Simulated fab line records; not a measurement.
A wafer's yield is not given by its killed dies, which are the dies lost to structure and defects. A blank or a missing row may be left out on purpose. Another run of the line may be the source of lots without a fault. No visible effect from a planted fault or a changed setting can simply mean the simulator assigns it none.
8D (eight disciplines) problem report, filled in by code ; flow n5 finfet ; the parts of the form that need people (team, actions taken, sign-off) are left out

## 1. WHAT WENT WRONG
spin speed rpm at N5_MOL_CONTACT_COAG_COAT_62 reads a mean of 1798.4 rpm on 6 wafers of 2 lots; wafers without a fault read 1499.8 rpm with a standard deviation of 0.97. That is +99 or more standard deviations from the usual mean.
The step: time 60 s, resist thk 60 nm.
Seen first at day 10 00:52 on litho track-05, wafer L240.1. Wafers with a number at this step in the record: 12, from 4 lots. Rule for "out", or "out of limits": more than 4 standard deviations from the usual mean. The other wafers with a number count as sound.

## 2. WHAT IT IS AND WHAT IT IS NOT
question;is;is not
which readings at this step;spin speed rpm;-
which lots;L240, L241;L222, L242
which wafers of those lots;all that have a number;-
read on which tools;litho track-05;litho track-01
when;from day 10 00:52;"up to then (3 sound wafers); but 3 sound wafers of L242 came after"

## 3. SUSPECTS, AND WHAT RULES EACH OUT
Counting: any tool at a process step up to the reading is kept as a suspect provided that every lot that is out went through it and no sound lot did after the first of them.
- litho track-05 at N5_MOL_CONTACT_COAG_COAT_62 (time 60 s, resist thk 60 nm): kept. Every lot that is out went through it, starting with L240 (day 10 00:52), and after that it ran no sound lot; the last sound lot it ran before then is L222 (day 5 09:37). Out on those wafers are its own readings of spin speed rpm.
Left after counting: litho track-05 at N5_MOL_CONTACT_COAG_COAT_62.

## 4. THE CAUSE (what the simulator had put in)
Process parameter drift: litho track-05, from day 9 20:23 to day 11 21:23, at N5_MOL_CONTACT_COAG_COAT_62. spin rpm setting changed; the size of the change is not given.
This tool alone remained once counting was done.

## 5. SEQUENCE OF EFFECTS, ordered by route
Rows list readings where the struck wafers' mean (over those with a number) sits beyond 3 standard deviations from the usual. Scope: only readings with a usual standard deviation given in the record; hours: median across lots of the time from each lot's start at the first step in this table that gives one to its start at this step; sigmas: change in usual standard deviations.
hours;step;reading;usual;on struck wafers;change;sigmas
0;N5_MOL_CONTACT_COAG_COAT_62;spin speed rpm;1499.8 rpm;1798.4;+298.6;+99 or more
Its process steps:
- N5_MOL_CONTACT_COAG_COAT_62: time 60 s, resist thk 60 nm.
At these later measuring or inspecting steps, every struck wafer for which the step has a row has a number for every such reading, and none has moved that far: N5_BEOL_M4_RC_MEAS_101.

## 6. WHAT WOULD HAVE CAUGHT IT SOONER
In this record the first reading out of limits was taken at day 10 00:52, 4 hours after the fault began at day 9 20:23.
